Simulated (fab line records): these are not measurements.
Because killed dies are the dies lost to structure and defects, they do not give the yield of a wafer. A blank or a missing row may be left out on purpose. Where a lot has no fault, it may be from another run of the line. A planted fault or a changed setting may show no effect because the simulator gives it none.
The tool behind it: which one? / flow n5 finfet / 17 wafers from 6 lots sampled at 3 of the route's 1938 steps

== WHAT THE GAUGES READ, wafer by wafer ==
N5_SD_EPI_P_INSPECT_26: inspects for defects (darkfield).
lot=L989; measured=day 4 16:42; on=defect inspect-01; raw defect count=142 179
lot=L991; measured=day 5 05:37; on=defect inspect-02; raw defect count=218 273 217
lot=L995; measured=day 6 05:12; on=defect inspect-01; raw defect count=153 106 173
lot=L101; measured=day 7 22:18; on=defect inspect-02; raw defect count=607 640 583
lot=L103; measured=day 8 11:18; on=defect inspect-02; raw defect count=167 189 159
lot=L107; measured=day 9 06:39; on=defect inspect-02; raw defect count=166 118 147

== TOOL THAT RAN EACH LOT (tool first, then ch and the chambers of the sampled wafers, then the start) ==
lot=L989; N5_SD_EPI_P_DESCUM_14=rie diel-03 ch 1,3, day 4 12:59; N5_SD_EPI_P_STRIP_40=plasma asher-01 ch 0,1, day 4 13:49
lot=L991; N5_SD_EPI_P_DESCUM_14=rie diel-03 ch 1,2, day 5 01:54; N5_SD_EPI_P_STRIP_40=plasma asher-02 ch 0,1, day 5 02:44
lot=L995; N5_SD_EPI_P_DESCUM_14=rie diel-02 ch 1,2,3, day 6 01:28; N5_SD_EPI_P_STRIP_40=plasma asher-02 ch 0,1, day 6 02:18
lot=L101; N5_SD_EPI_P_DESCUM_14=rie diel-01 ch 0,2, day 7 18:28; N5_SD_EPI_P_STRIP_40=plasma asher-02 ch 0,1, day 7 19:18
lot=L103; N5_SD_EPI_P_DESCUM_14=rie diel-01 ch 1,2, day 8 07:34; N5_SD_EPI_P_STRIP_40=plasma asher-01 ch 0,1, day 8 08:26
lot=L107; N5_SD_EPI_P_DESCUM_14=rie diel-03 ch 0,1, day 9 02:56; N5_SD_EPI_P_STRIP_40=plasma asher-01 ch 0,1, day 9 03:46
- N5_SD_EPI_P_DESCUM_14: chemistry O2, time 7.9 s.
- N5_SD_EPI_P_STRIP_40: strips in N2/H2.

== THE ANSWER, worked out from the rows above alone ==
Rule: the usual values come from the lots themselves. The widest of any qualifying gaps counts: lots, ordered by their means at a reading, are off when they make up no more than a third of the lots, leave a main group of 4 or more, and stand apart from it by 3 or more times the standard deviation of that group's means. Not used: any main group whose means are identical at the precision the tables above print for the reading. A lot without any number at a reading at which 4 lots or more have one is off too. Any other lot the step has rows for is counted as sound.
Off, at N5_SD_EPI_P_INSPECT_26 on raw defect count: L101. For the main group the mean is 171 and the standard deviation 34.
A tool fits if, at a process step before that reading, it ran every lot that is off, and no sound lot after the first of them. The gauges at N5_SD_EPI_P_INSPECT_26 are tried like those tools. One fits: N5_SD_EPI_P_STRIP_40 on plasma asher-02. Its last sound lot is L995 (day 6 02:18), its first lot that is off L101 (day 7 19:18): a fault that began between those two fits.

== WHAT THE SIMULATOR HAD INSERTED ==
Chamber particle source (plasma asher-02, N5_SD_EPI_P_STRIP_40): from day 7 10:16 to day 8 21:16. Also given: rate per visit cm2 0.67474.
Struck lots among those shown: L101. This agrees with what the rule above found.
